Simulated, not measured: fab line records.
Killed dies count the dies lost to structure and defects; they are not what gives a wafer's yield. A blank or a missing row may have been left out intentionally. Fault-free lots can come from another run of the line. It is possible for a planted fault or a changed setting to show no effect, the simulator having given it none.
fab line records ; flow nand-harc
record lots=24; wafers=72; last-day=24
route steps=1159 shown A_M0@1004 A_M1@1044
lots with no fault: from the same line, run without faults
start-h: hours from the record's opening day to when the first of the lot's shown wafers began ; wait-h: hours from the lot's prior step to this one ; " identical to the entry in the row above ; L1.1+2: one row covering several wafers at once ; - no value, or no start was given ; * or withheld: withheld ; < > ~ a bound
route shown NAME@n: a module of which the file shows steps, and the number in the route of the first ; usual: mean/standard deviation of fault-free wafers ; same: alike in all rows ; chamber/n: place in a boat ; sites: per-site readings ; _std_site: the values' standard deviation ; _edge_site: mean of outer sites minus mean of inner sites ; radius-mm: how far each site lies from the wafer's centre ; mask NAME#n: copy n ; behind: the last tool/chamber to shape the wafer ; hold: the reason the lot was held/the length of the hold in hours/how it ended ; device: names the non-switching transistor (n, p or np) ; end of line: the route-end tests of the same wafers ; step lacking rows: just its recipe ; killed: dies that structure and defects cost at the first sort, which is not the same as the wafer's yield ; map: the dies of a wafer, with x for killed, . for not killed, _ for no die there
set.NAME: setting as actually run; set.NAME@STEP: the setting as run at that earlier step ; model.NAME: the simulator's own value behind a step, which no gauge read
a sample of lots followed through the steps of the route, with each step as a table and each wafer as a row
services: the hour from which a tool's chamber was out of use, counted from the record's first day as start-h (under 0 if before that day), plus the number of hours and why
## steps
# step NHARC_A_M0_CD_MEAS_09
# recipe target-cd-nm=80; landing-energy-ev=500
# usual cd-nm=80.5/0.93
lot.wafer;tool;chamber;start-h;wait-h;cd-nm
L075.1;cd-sem-03;0;397.83;-;79.1
L075.3;cd-sem-03;0;397.83;-;79.1
L075.4;cd-sem-03;0;397.83;-;79.0
L074.1;cd-sem-01;0;402.46;-;81.3
L074.5;cd-sem-01;0;402.46;-;81.5
L074.6;cd-sem-01;0;402.46;-;80.8
L076.2;cd-sem-02;0;403.67;-;80.6
L076.4;cd-sem-02;0;403.67;-;81.0
L076.5;cd-sem-02;0;403.67;-;81.5
L077.1;cd-sem-03;0;407.94;-;81.5
L077.5;cd-sem-03;0;407.94;-;82.1
L077.6;cd-sem-03;0;407.94;-;81.7
L078.3;cd-sem-01;0;419.10;-;80.6
L078.4;cd-sem-01;0;419.10;-;80.0
L078.6;cd-sem-01;0;419.10;-;80.9
L080.2;cd-sem-02;0;440.37;-;80.3
L080.5;cd-sem-02;0;440.37;-;81.7
L080.6;cd-sem-02;0;440.37;-;80.9
L079.1;cd-sem-03;0;441.66;-;81.5
L079.2;cd-sem-03;0;441.66;-;81.5
L079.3;cd-sem-03;0;441.66;-;81.1
L083.2;cd-sem-01;0;444.72;-;79.7
L083.3;cd-sem-01;0;444.72;-;79.8
L083.6;cd-sem-01;0;444.72;-;79.5
L082.1;cd-sem-02;0;445.87;-;79.1
L082.3;cd-sem-02;0;445.87;-;79.7
L082.5;cd-sem-02;0;445.87;-;79.0
L081.3;cd-sem-03;0;447.16;-;79.6
L081.4;cd-sem-03;0;447.16;-;80.2
L081.5;cd-sem-03;0;447.16;-;80.2
L084.3;cd-sem-03;0;453.84;-;80.1
L084.4;cd-sem-03;0;453.84;-;80.3
L084.6;cd-sem-03;0;453.84;-;81.0
L085.3;cd-sem-03;0;470.01;-;80.8
L085.5;cd-sem-03;0;470.01;-;79.6
L085.6;cd-sem-03;0;470.01;-;81.7
L086.1;cd-sem-02;0;470.16;-;79.6
L086.3;cd-sem-02;0;470.16;-;80.1
L086.6;cd-sem-02;0;470.16;-;80.2
L087.3;cd-sem-02;0;476.10;-;81.0
L087.5;cd-sem-02;0;476.10;-;80.7
L087.6;cd-sem-02;0;476.10;-;81.3
L089.1;cd-sem-03;0;498.08;-;81.3
L089.4;cd-sem-03;0;498.08;-;81.6
L089.5;cd-sem-03;0;498.08;-;81.8
L091.2;cd-sem-02;0;503.20;-;81.8
L091.4;cd-sem-02;0;503.20;-;82.5
L091.6;cd-sem-02;0;503.20;-;80.9
L088.1;cd-sem-03;0;503.64;-;79.1
L088.3;cd-sem-03;0;503.64;-;78.6
L088.4;cd-sem-03;0;503.64;-;80.4
L090.2;cd-sem-02;0;505.36;-;80.8
L090.4;cd-sem-02;0;505.36;-;80.7
L090.6;cd-sem-02;0;505.36;-;79.7
L093.1;cd-sem-03;0;507.75;-;81.3
L093.2;cd-sem-03;0;507.75;-;80.6
L093.6;cd-sem-03;0;507.75;-;82.4
L092.2;cd-sem-03;0;508.06;-;81.1
L092.3;cd-sem-03;0;508.06;-;81.1
L092.5;cd-sem-03;0;508.06;-;80.3
L096.2;cd-sem-02;0;518.26;-;79.9
L096.5;cd-sem-02;0;518.26;-;80.6
L096.6;cd-sem-02;0;518.26;-;81.1
L094.4;cd-sem-01;0;527.65;-;80.3
L094.5;cd-sem-01;0;527.65;-;80.3
L094.6;cd-sem-01;0;527.65;-;80.6
L095.2;cd-sem-02;0;528.15;-;79.4
L095.3;cd-sem-02;0;528.15;-;79.6
L095.6;cd-sem-02;0;528.15;-;79.8
L097.3;cd-sem-01;0;535.89;-;80.9
L097.4;cd-sem-01;0;535.89;-;81.6
L097.5;cd-sem-01;0;535.89;-;81.3
# step NHARC_A_M0_PRE_CLEAN_29
# recipe time-s=30; temp-c=280; gas=H2/He
# usual heater-power-w=414/49
lot.wafer;tool;chamber;start-h;wait-h;heater-power-w
L075.1;pvd-sputter-03;-;-;-;453
L075.3;pvd-sputter-03;-;-;-;364
L075.4;pvd-sputter-03;-;-;-;423
L074.1;pvd-sputter-03;-;-;-;414
L074.6;pvd-sputter-03;-;-;-;421
L074.5;pvd-sputter-03;-;-;-;469
L076.4;pvd-sputter-02;-;-;-;347
L076.2;pvd-sputter-02;-;-;-;506
L076.5;pvd-sputter-02;-;-;-;427
L077.1;pvd-sputter-02;-;-;-;494
L077.5;pvd-sputter-02;-;-;-;484
L077.6;pvd-sputter-02;-;-;-;352
L078.4;pvd-sputter-01;-;-;-;359
L078.3;pvd-sputter-01;-;-;-;363
L078.6;pvd-sputter-01;-;-;-;358
L080.2;pvd-sputter-03;-;-;-;424
L080.5;pvd-sputter-03;-;-;-;479
L080.6;pvd-sputter-03;-;-;-;363
L079.3;pvd-sputter-03;-;-;-;475
L079.2;pvd-sputter-03;-;-;-;371
L079.1;pvd-sputter-03;-;-;-;424
L083.3;pvd-sputter-01;-;-;-;395
L083.2;pvd-sputter-01;-;-;-;359
L083.6;pvd-sputter-01;-;-;-;380
L082.1;pvd-sputter-01;-;-;-;355
L082.3;pvd-sputter-01;-;-;-;414
L082.5;pvd-sputter-01;-;-;-;366
L081.4;pvd-sputter-03;-;-;-;367
L081.3;pvd-sputter-03;-;-;-;417
L081.5;pvd-sputter-03;-;-;-;460
L084.4;pvd-sputter-02;-;-;-;359
L084.3;pvd-sputter-02;-;-;-;422
L084.6;pvd-sputter-02;-;-;-;427
L085.3;pvd-sputter-03;-;-;-;432
L085.6;pvd-sputter-03;-;-;-;459
L085.5;pvd-sputter-03;-;-;-;359
L086.3;pvd-sputter-01;-;-;-;413
L086.1;pvd-sputter-01;-;-;-;378
L086.6;pvd-sputter-01;-;-;-;390
L087.3;pvd-sputter-03;-;-;-;419
L087.6;pvd-sputter-03;-;-;-;424
L087.5;pvd-sputter-03;-;-;-;422
L089.4;pvd-sputter-02;-;-;-;495
L089.1;pvd-sputter-02;-;-;-;356
L089.5;pvd-sputter-02;-;-;-;497
L091.2;pvd-sputter-02;-;-;-;359
L091.4;pvd-sputter-02;-;-;-;422
L091.6;pvd-sputter-02;-;-;-;505
L088.1;pvd-sputter-01;-;-;-;411
L088.4;pvd-sputter-01;-;-;-;359
L088.3;pvd-sputter-01;-;-;-;356
L090.4;pvd-sputter-01;-;-;-;367
L090.2;pvd-sputter-01;-;-;-;354
L090.6;pvd-sputter-01;-;-;-;389
L093.2;pvd-sputter-01;-;-;-;391
L093.1;pvd-sputter-01;-;-;-;429
L093.6;pvd-sputter-01;-;-;-;374
L092.3;pvd-sputter-02;-;-;-;499
L092.2;pvd-sputter-02;-;-;-;357
L092.5;pvd-sputter-02;-;-;-;504
L096.2;pvd-sputter-02;-;-;-;355
L096.5;pvd-sputter-02;-;-;-;499
L096.6;pvd-sputter-02;-;-;-;353
L094.4;pvd-sputter-01;-;-;-;362
L094.6;pvd-sputter-01;-;-;-;362
L094.5;pvd-sputter-01;-;-;-;411
L095.2;pvd-sputter-03;-;-;-;433
L095.3;pvd-sputter-03;-;-;-;364
L095.6;pvd-sputter-03;-;-;-;417
L097.3;pvd-sputter-03;-;-;-;421
L097.4;pvd-sputter-03;-;-;-;367
L097.5;pvd-sputter-03;-;-;-;424
# step NHARC_A_M1_ETCH_28
# recipe target-depth-a=300; over-etch-frac=0.3; time-s=72.99; ion-energy-ev=150; cf4-flow-sccm=50; n2-flow-sccm=100; ar-flow-sccm=150; rf-w=300; bias-w=100; chemistry=CF4/N2
# usual drypump-motor-current-A=5.6/0.45; oes-product-au=0.998/0.014; rf-vpp-V=314.9/1.5; showerhead-plenum-p-Torr=2.66/0.074; throttle-valve-pct=19.792/0.0088
lot.wafer;tool;chamber;start-h;wait-h;drypump-motor-current-A;oes-product-au;rf-hours-counter-h;rf-vpp-V;showerhead-plenum-p-Torr;throttle-valve-pct
L075.4;rie-diel-11;3;-;-;5.8;0.962;2;316.0;2.71;19.795
L075.1;rie-diel-11;0;-;-;5.9;1.006;2;314.8;2.57;19.793
L075.3;rie-diel-11;1;-;-;6.1;0.989;2;312.7;2.53;19.792
L074.1;rie-diel-12;0;-;-;5.0;1.011;1;313.7;2.56;19.790
L074.6;rie-diel-12;2;-;-;5.9;1.003;-;315.4;2.67;19.813
L074.5;rie-diel-12;3;-;-;4.9;1.018;-;316.3;2.70;19.795
L076.4;rie-diel-12;2;-;-;5.9;1.007;1;314.8;2.67;19.801
L076.2;rie-diel-12;0;-;-;5.0;1.015;1;314.1;2.56;19.787
L076.5;rie-diel-12;2;-;-;5.9;1.003;-;313.0;2.67;19.788
L077.1;rie-diel-11;1;-;-;6.1;0.987;3;312.8;2.53;19.774
L077.5;rie-diel-11;1;-;-;6.1;0.994;-;312.9;2.53;19.790
L077.6;rie-diel-11;3;-;-;5.8;0.978;-;313.9;2.71;19.793
L078.4;rie-diel-12;0;-;-;5.0;1.008;2;312.8;2.56;19.797
L078.3;rie-diel-12;1;-;-;5.7;0.974;2;314.5;2.70;19.800
L078.6;rie-diel-12;1;-;-;5.7;0.978;-;316.4;2.70;19.801
L080.2;rie-diel-13;3;-;-;5.9;1.021;4;316.1;2.74;19.806
L080.6;rie-diel-13;2;-;-;5.5;1.017;-;314.2;2.69;19.788
L080.5;rie-diel-13;3;-;-;5.9;1.017;-;315.4;2.74;19.796
L079.1;rie-diel-11;1;-;-;6.2;0.968;8;311.5;2.53;19.779
L079.3;rie-diel-11;2;-;-;6.3;0.984;7;314.5;2.62;19.788
L079.2;rie-diel-11;3;-;-;5.8;0.989;6;316.3;2.70;19.794
L083.2;rie-diel-11;2;-;-;6.2;0.997;7;315.6;2.62;19.788
L083.3;rie-diel-11;1;-;-;6.1;0.974;8;311.2;2.53;19.786
L083.6;rie-diel-11;3;-;-;5.8;0.991;-;316.5;2.70;19.800
L082.3;rie-diel-13;0;-;-;4.7;0.992;4;317.2;2.78;19.787
L082.1;rie-diel-13;1;-;-;5.5;1.020;4;315.9;2.74;19.801
L082.5;rie-diel-13;3;-;-;5.9;1.016;-;316.9;2.74;19.805
L081.4;rie-diel-12;0;-;-;5.0;1.014;3;312.1;2.56;19.792
L081.3;rie-diel-12;1;-;-;5.7;0.975;3;315.2;2.70;19.808
L081.5;rie-diel-12;1;-;-;5.7;0.989;-;316.3;2.70;19.784
L084.4;rie-diel-11;2;-;-;6.2;0.981;8;313.6;2.62;19.788
L084.3;rie-diel-11;3;-;-;5.8;0.978;8;316.3;2.70;19.787
L084.6;rie-diel-11;2;-;-;6.2;0.995;-;314.9;2.62;19.771
L085.3;rie-diel-12;2;-;-;6.0;1.003;5;314.0;2.66;19.788
L085.6;rie-diel-12;3;-;-;5.0;1.009;-;315.2;2.70;19.773
L085.5;rie-diel-12;0;-;-;5.0;1.000;-;313.3;2.56;19.789
L086.3;rie-diel-13;0;-;-;4.7;1.001;0;316.1;2.78;19.795
L086.1;rie-diel-13;3;-;-;5.8;1.017;0;316.4;2.74;19.795
L086.6;rie-diel-13;0;-;-;4.7;0.982;-;317.0;2.78;19.815
L087.3;rie-diel-12;0;-;-;5.0;1.007;5;313.2;2.56;19.804
L087.5;rie-diel-12;1;-;-;5.7;0.970;-;314.6;2.70;19.794
L087.6;rie-diel-12;2;-;-;5.9;0.993;-;314.7;2.66;19.793
L089.4;rie-diel-12;1;-;-;5.7;0.976;6;315.2;2.70;19.792
L089.1;rie-diel-12;2;-;-;5.9;0.994;6;314.0;2.66;19.789
L089.5;rie-diel-12;0;-;-;5.0;1.008;-;313.7;2.56;19.807
L091.4;rie-diel-11;1;-;-;6.1;0.980;14;314.3;2.52;19.789
L091.2;rie-diel-11;2;-;-;6.2;0.979;13;315.5;2.62;19.785
L091.6;rie-diel-11;0;-;-;5.9;0.995;-;314.1;2.57;19.778
L088.1;rie-diel-11;3;-;-;5.8;0.988;12;315.9;2.70;19.784
L088.4;rie-diel-11;0;-;-;5.8;0.998;12;312.2;2.57;19.792
L088.3;rie-diel-11;2;-;-;6.2;0.995;13;315.4;2.62;19.793
L090.2;rie-diel-12;2;-;-;5.9;1.003;7;315.5;2.66;19.793
L090.4;rie-diel-12;0;-;-;5.0;1.004;6;312.8;2.56;19.786
L090.6;rie-diel-12;2;-;-;5.9;0.995;-;315.0;2.66;19.811
L093.2;rie-diel-13;1;-;-;5.5;1.008;1;313.4;2.74;19.784
L093.1;rie-diel-13;2;-;-;5.5;1.020;1;317.1;2.69;19.802
L093.6;rie-diel-13;2;-;-;5.5;1.015;-;315.3;2.69;19.793
L092.3;rie-diel-12;2;-;-;5.9;1.006;7;316.1;2.66;19.791
L092.2;rie-diel-12;0;-;-;5.0;1.008;6;312.6;2.56;19.777
L092.5;rie-diel-12;3;-;-;4.9;1.011;-;314.5;2.70;19.798
L096.2;rie-diel-13;1;-;-;5.5;1.001;1;315.0;2.74;19.790
L096.6;rie-diel-13;2;-;-;5.6;1.007;-;315.5;2.69;19.794
L096.5;rie-diel-13;3;-;-;5.9;1.017;-;314.3;2.74;19.790
L094.4;rie-diel-13;3;-;-;5.9;1.011;1;316.2;2.74;19.807
L094.5;rie-diel-13;1;-;-;5.5;1.015;-;315.2;2.74;19.796
L094.6;rie-diel-13;2;-;-;5.6;1.001;-;314.9;2.69;19.791
L095.3;rie-diel-13;0;-;-;4.7;0.995;2;316.8;2.78;19.800
L095.2;rie-diel-13;3;-;-;5.8;1.005;2;316.5;2.74;19.795
L095.6;rie-diel-13;1;-;-;5.5;1.007;-;316.2;2.74;19.796
L097.4;rie-diel-11;0;-;-;5.8;1.002;15;314.8;2.57;19.797
L097.3;rie-diel-11;1;-;-;6.2;0.984;16;311.1;2.52;19.792
L097.5;rie-diel-11;1;-;-;6.1;0.980;-;314.4;2.52;19.813
# step NHARC_A_M1_PVD_20
# recipe target-thk-a=50; bias-v=168.6; power-w=15000; chamber-pressure-pa=0.12; time-s=8.06; substrate-temp-c=50; material=TaN
# usual throttle-valve-pct=30.5/0.77
lot.wafer;tool;chamber;start-h;wait-h;throttle-valve-pct
L075.1;pvd-sputter-01;-;-;-;30.7
L075.4;pvd-sputter-01;-;-;-;31.8
L075.3;pvd-sputter-01;-;-;-;30.5
L074.1;pvd-sputter-01;-;-;-;31.6
L074.6;pvd-sputter-01;-;-;-;30.5
L074.5;pvd-sputter-01;-;-;-;31.3
L076.2;pvd-sputter-03;-;-;-;30.0
L076.4;pvd-sputter-03;-;-;-;30.3
L076.5;pvd-sputter-03;-;-;-;30.1
L077.1;pvd-sputter-01;-;-;-;30.8
L077.5;pvd-sputter-01;-;-;-;30.7
L077.6;pvd-sputter-01;-;-;-;31.4
L078.4;pvd-sputter-03;-;-;-;30.3
L078.3;pvd-sputter-03;-;-;-;30.1
L078.6;pvd-sputter-03;-;-;-;30.3
L080.2;pvd-sputter-02;-;-;-;30.1
L080.6;pvd-sputter-02;-;-;-;31.2
L080.5;pvd-sputter-02;-;-;-;30.5
L079.1;pvd-sputter-03;-;-;-;30.2
L079.2;pvd-sputter-03;-;-;-;30.2
L079.3;pvd-sputter-03;-;-;-;29.3
L083.2;pvd-sputter-02;-;-;-;31.6
L083.3;pvd-sputter-02;-;-;-;30.5
L083.6;pvd-sputter-02;-;-;-;31.4
L082.3;pvd-sputter-01;-;-;-;30.6
L082.1;pvd-sputter-01;-;-;-;30.7
L082.5;pvd-sputter-01;-;-;-;30.8
L081.3;pvd-sputter-02;-;-;-;30.5
L081.4;pvd-sputter-02;-;-;-;30.3
L081.5;pvd-sputter-02;-;-;-;29.4
L084.3;pvd-sputter-01;-;-;-;30.5
L084.4;pvd-sputter-01;-;-;-;31.5
L084.6;pvd-sputter-01;-;-;-;30.7
L085.3;pvd-sputter-03;-;-;-;29.4
L085.5;pvd-sputter-03;-;-;-;29.5
L085.6;pvd-sputter-03;-;-;-;29.2
L086.3;pvd-sputter-02;-;-;-;30.2
L086.1;pvd-sputter-02;-;-;-;30.8
L086.6;pvd-sputter-02;-;-;-;30.5
L087.3;pvd-sputter-02;-;-;-;31.6
L087.6;pvd-sputter-02;-;-;-;30.1
L087.5;pvd-sputter-02;-;-;-;29.4
L089.4;pvd-sputter-01;-;-;-;30.8
L089.1;pvd-sputter-01;-;-;-;31.8
L089.5;pvd-sputter-01;-;-;-;30.7
L091.4;pvd-sputter-02;-;-;-;29.2
L091.2;pvd-sputter-02;-;-;-;31.3
L091.6;pvd-sputter-02;-;-;-;30.6
L088.4;pvd-sputter-02;-;-;-;30.5
L088.1;pvd-sputter-02;-;-;-;29.2
L088.3;pvd-sputter-02;-;-;-;31.2
L090.4;pvd-sputter-01;-;-;-;30.7
L090.2;pvd-sputter-01;-;-;-;30.4
L090.6;pvd-sputter-01;-;-;-;32.1
L093.1;pvd-sputter-01;-;-;-;30.9
L093.2;pvd-sputter-01;-;-;-;31.1
L093.6;pvd-sputter-01;-;-;-;30.4
L092.3;pvd-sputter-03;-;-;-;30.1
L092.2;pvd-sputter-03;-;-;-;29.3
L092.5;pvd-sputter-03;-;-;-;30.2
L096.2;pvd-sputter-02;-;-;-;31.4
L096.5;pvd-sputter-02;-;-;-;30.6
L096.6;pvd-sputter-02;-;-;-;30.3
L094.4;pvd-sputter-01;-;-;-;31.6
L094.5;pvd-sputter-01;-;-;-;31.1
L094.6;pvd-sputter-01;-;-;-;30.7
L095.2;pvd-sputter-03;-;-;-;30.1
L095.3;pvd-sputter-03;-;-;-;30.1
L095.6;pvd-sputter-03;-;-;-;29.4
L097.3;pvd-sputter-02;-;-;-;29.5
L097.4;pvd-sputter-02;-;-;-;31.3
L097.5;pvd-sputter-02;-;-;-;29.4
# step NHARC_A_M1_ANNEAL_31
# recipe temp-c=225; time-s=90
# usual wafer_temp_C_max=226.09/0.28
lot.wafer;tool;chamber;start-h;wait-h;wafer_temp_C_max
L075.1;rtp-anneal-01;0;404.68;0.3;226.10
L075.3;rtp-anneal-01;0;404.68;0.3;226.55
L075.4;rtp-anneal-01;0;404.68;0.3;225.87
L074.1;rtp-anneal-01;0;408.69;-;225.80
L074.5;rtp-anneal-01;0;408.69;-;226.33
L074.6;rtp-anneal-01;0;408.69;-;226.27
L076.2;rtp-anneal-01;0;409.93;-;225.94
L076.4;rtp-anneal-01;0;409.93;-;226.11
L076.5;rtp-anneal-01;0;409.93;-;226.07
L077.1;rtp-anneal-01;0;414.94;0.3;225.67
L077.5;rtp-anneal-01;0;414.94;0.3;226.26
L077.6;rtp-anneal-01;0;414.94;0.3;226.46
L078.3;rtp-anneal-01;0;425.93;0.3;226.33
L078.4;rtp-anneal-01;0;425.93;0.3;226.45
L078.6;rtp-anneal-01;0;425.93;0.3;226.35
L080.2;rtp-anneal-01;0;446.87;-;226.15
L080.5;rtp-anneal-01;0;446.87;-;226.10
L080.6;rtp-anneal-01;0;446.87;-;226.50
L079.1;rtp-anneal-02;0;447.54;-;225.44
L079.2;rtp-anneal-02;0;447.54;-;225.84
L079.3;rtp-anneal-02;0;447.54;-;226.07
L083.2;rtp-anneal-01;0;450.80;-;225.94
L083.3;rtp-anneal-01;0;450.80;-;225.82
L083.6;rtp-anneal-01;0;450.80;-;226.32
L082.1;rtp-anneal-02;0;452.60;0.3;226.15
L082.3;rtp-anneal-02;0;452.60;0.3;226.12
L082.5;rtp-anneal-02;0;452.60;0.3;225.85
L081.3;rtp-anneal-02;0;453.73;0.3;225.97
L081.4;rtp-anneal-02;0;453.73;0.3;225.72
L081.5;rtp-anneal-02;0;453.73;0.3;226.17
L084.3;rtp-anneal-02;0;460.19;-;226.09
L084.4;rtp-anneal-02;0;460.19;-;226.01
L084.6;rtp-anneal-02;0;460.19;-;225.92
L085.3;rtp-anneal-01;0;476.58;-;226.45
L085.5;rtp-anneal-01;0;476.58;-;226.03
L085.6;rtp-anneal-01;0;476.58;-;226.59
L086.1;rtp-anneal-01;0;476.79;0.3;226.31
L086.3;rtp-anneal-01;0;476.79;0.3;226.40
L086.6;rtp-anneal-01;0;476.79;0.3;226.11
L087.3;rtp-anneal-01;0;482.39;0.3;226.27
L087.5;rtp-anneal-01;0;482.39;0.3;226.35
L087.6;rtp-anneal-01;0;482.39;0.3;226.31
L089.1;rtp-anneal-02;0;504.07;0.3;225.74
L089.4;rtp-anneal-02;0;504.07;0.3;226.20
L089.5;rtp-anneal-02;0;504.07;0.3;225.83
L091.2;rtp-anneal-02;0;509.38;0.3;225.97
L091.4;rtp-anneal-02;0;509.38;0.3;225.76
L091.6;rtp-anneal-02;0;509.38;0.3;226.35
L088.1;rtp-anneal-02;0;509.79;0.3;225.87
L088.3;rtp-anneal-02;0;509.79;0.3;225.77
L088.4;rtp-anneal-02;0;509.79;0.3;226.00
L090.2;rtp-anneal-02;0;511.47;0.4;225.83
L090.4;rtp-anneal-02;0;511.47;0.4;225.81
L090.6;rtp-anneal-02;0;511.47;0.4;225.67
L093.1;rtp-anneal-02;0;513.90;0.3;225.78
L093.2;rtp-anneal-02;0;513.90;0.3;226.11
L093.6;rtp-anneal-02;0;513.90;0.3;225.67
L092.2;rtp-anneal-02;0;514.37;0.4;226.15
L092.3;rtp-anneal-02;0;514.37;0.4;226.05
L092.5;rtp-anneal-02;0;514.37;0.4;226.21
L096.2;rtp-anneal-01;0;524.49;-;225.98
L096.5;rtp-anneal-01;0;524.49;-;226.32
L096.6;rtp-anneal-01;0;524.49;-;225.91
L094.4;rtp-anneal-01;0;534.39;-;225.68
L094.5;rtp-anneal-01;0;534.39;-;226.11
L094.6;rtp-anneal-01;0;534.39;-;226.00
L095.2;rtp-anneal-02;0;534.58;0.3;225.84
L095.3;rtp-anneal-02;0;534.58;0.3;225.74
L095.6;rtp-anneal-02;0;534.58;0.3;225.75
L097.3;rtp-anneal-01;0;542.03;-;226.19
L097.4;rtp-anneal-01;0;542.03;-;226.34
L097.5;rtp-anneal-01;0;542.03;-;226.84
# step NHARC_A_M1_CMP_23
# recipe t-overpolish-s=20; target-thk-nm=154.34
# usual edge-zone-pressure-frac=1.001/0.0046; motor-current-A=12.1/1.2; time-to-endpoint-s=28.7/2.8
lot.wafer;tool;chamber;start-h;wait-h;edge-zone-pressure-frac;motor-current-A;time-to-endpoint-s
L075.1;cmp-02;2;405.02;-;1.003;11.4;30.3
L075.4;cmp-02;3;405.02;-;1.007;13.0;33.0
L075.3;cmp-02;1;405.02;-;1.004;13.5;26.8
L074.1;cmp-01;0;409.09;-;1.003;10.9;24.7
L074.6;cmp-01;2;409.09;-;1.006;9.3;28.6
L074.5;cmp-01;3;409.09;-;1.007;12.8;30.2
L076.4;cmp-02;2;410.22;-;1.001;12.5;30.9
L076.2;cmp-02;3;410.22;-;1.000;12.5;34.3
L076.5;cmp-02;2;410.22;-;1.006;12.6;31.5
L077.1;cmp-01;0;415.32;-;0.992;10.7;26.4
L077.6;cmp-01;3;415.32;-;0.999;13.4;31.1
L077.5;cmp-01;0;415.32;-;0.992;11.0;26.9
L078.3;cmp-01;1;426.20;-;1.002;12.7;24.0
L078.4;cmp-01;3;426.20;-;0.999;13.1;25.8
L078.6;cmp-01;1;426.20;-;0.995;13.7;25.4
L080.2;cmp-04;0;447.18;-;0.997;12.9;28.0
L080.5;cmp-04;3;447.18;-;1.000;13.0;27.3
L080.6;cmp-04;0;447.18;-;1.004;12.7;27.4
L079.3;cmp-01;3;447.91;-;1.005;13.2;33.7
L079.1;cmp-01;0;447.91;-;0.992;11.5;27.6
L079.2;cmp-01;1;447.91;-;0.999;13.2;29.6
L083.2;cmp-04;0;451.38;-;1.003;13.4;29.4
L083.3;cmp-04;2;451.38;-;0.998;12.1;28.9
L083.6;cmp-04;0;451.38;-;0.998;13.2;29.1
L082.1;cmp-04;3;452.98;-;1.005;12.5;25.9
L082.3;cmp-04;1;452.98;-;1.002;12.8;23.4
L082.5;cmp-04;2;452.98;-;1.000;11.4;27.8
L081.4;cmp-01;1;453.97;-;0.994;13.1;32.3
L081.3;cmp-01;3;453.97;-;1.003;13.3;28.8
L081.5;cmp-01;1;453.97;-;1.004;13.5;32.5
L084.3;cmp-01;0;460.46;-;0.998;11.2;27.8
L084.4;cmp-01;2;460.46;-;1.003;9.9;31.1
L084.6;cmp-01;3;460.46;-;1.009;12.8;32.5
L085.3;cmp-04;1;476.88;-;0.996;12.9;27.0
L085.5;cmp-04;3;476.88;-;1.010;12.8;29.2
L085.6;cmp-04;0;476.88;-;1.003;12.8;28.7
L086.1;cmp-04;2;477.16;-;1.006;11.8;28.7
L086.3;cmp-04;0;477.16;-;0.994;13.4;28.0
L086.6;cmp-04;2;477.16;-;0.998;12.1;32.4
L087.3;cmp-04;2;482.63;-;1.000;11.9;29.7
L087.6;cmp-04;2;482.63;-;0.996;12.4;28.3
L087.5;cmp-04;3;482.63;-;1.006;12.6;26.7
L089.4;cmp-01;2;504.47;-;0.999;9.9;28.0
L089.1;cmp-01;3;504.47;-;1.001;12.8;30.0
L089.5;cmp-01;1;504.47;-;1.004;12.9;28.2
L091.4;cmp-02;3;509.68;-;1.002;12.7;30.7
L091.2;cmp-02;0;509.68;-;0.999;10.4;25.8
L091.6;cmp-02;0;509.68;-;1.000;9.9;25.0
L088.3;cmp-01;1;510.14;-;0.999;13.1;31.7
L088.4;cmp-01;2;510.14;-;1.003;9.7;32.9
L088.1;cmp-01;0;510.14;-;1.005;11.2;29.5
L090.4;cmp-01;0;511.82;-;1.007;11.4;29.1
L090.2;cmp-01;1;511.82;-;0.997;12.7;31.2
L090.6;cmp-01;2;511.82;-;1.003;9.7;29.4
L093.2;cmp-02;0;514.39;-;0.999;10.4;23.1
L093.1;cmp-02;3;514.39;-;1.000;12.4;29.9
L093.6;cmp-02;0;514.39;-;0.998;10.0;25.0
L092.2;cmp-04;0;514.66;-;1.005;13.3;27.3
L092.3;cmp-04;2;514.66;-;0.993;11.5;29.0
L092.5;cmp-04;0;514.66;-;1.010;13.3;27.5
L096.2;cmp-04;3;524.82;-;1.010;12.9;31.5
L096.6;cmp-04;2;524.82;-;1.002;11.9;30.0
L096.5;cmp-04;3;524.82;-;1.008;13.5;33.8
L094.4;cmp-04;3;534.60;-;1.003;12.5;32.5
L094.5;cmp-04;2;534.60;-;1.000;11.5;30.5
L094.6;cmp-04;3;534.60;-;1.000;13.1;32.1
L095.2;cmp-02;1;534.91;-;0.999;13.3;25.9
L095.3;cmp-02;2;534.91;-;1.001;12.5;27.7
L095.6;cmp-02;1;534.91;-;0.999;13.2;27.5
L097.3;cmp-01;2;542.27;-;0.990;9.7;28.1
L097.4;cmp-01;3;542.27;-;0.989;12.8;29.3
L097.5;cmp-01;2;542.27;-;0.992;9.0;27.3
## services
tool;chamber;start-h;hours;kind
cmp-01;-;375.52;4.0;pm
rie-diel-12;-;379.68;9.0;pm
pvd-sputter-01;-;382.88;1.3;repair
pvd-sputter-02;-;392.01;10.0;pm
pvd-sputter-01;-;393.47;2.3;repair
cmp-04;-;400.15;4.0;pm
pvd-sputter-02;-;402.48;1.8;repair
rie-diel-11;0;410.46;4.4;repair
rie-diel-13;2;418.83;4.8;repair
cmp-02;-;422.62;4.0;pm
pvd-sputter-03;-;430.50;1.2;repair
cmp-01;-;437.60;5.6;repair
rie-diel-13;-;453.00;9.0;pm
pvd-sputter-03;-;458.00;10.0;pm
rie-diel-13;3;463.98;11.2;repair
rie-diel-11;0;465.47;8.2;repair
cmp-01;-;473.52;4.0;pm
cmp-04;-;478.00;1.6;repair
cmp-01;-;481.02;2.6;repair
rie-diel-11;-;491.61;0.6;repair
cmp-04;-;498.15;4.0;pm
pvd-sputter-01;-;514.05;10.0;pm
rie-diel-11;3;518.82;6.2;repair
rie-diel-13;2;532.62;8.2;repair
## key
fault none
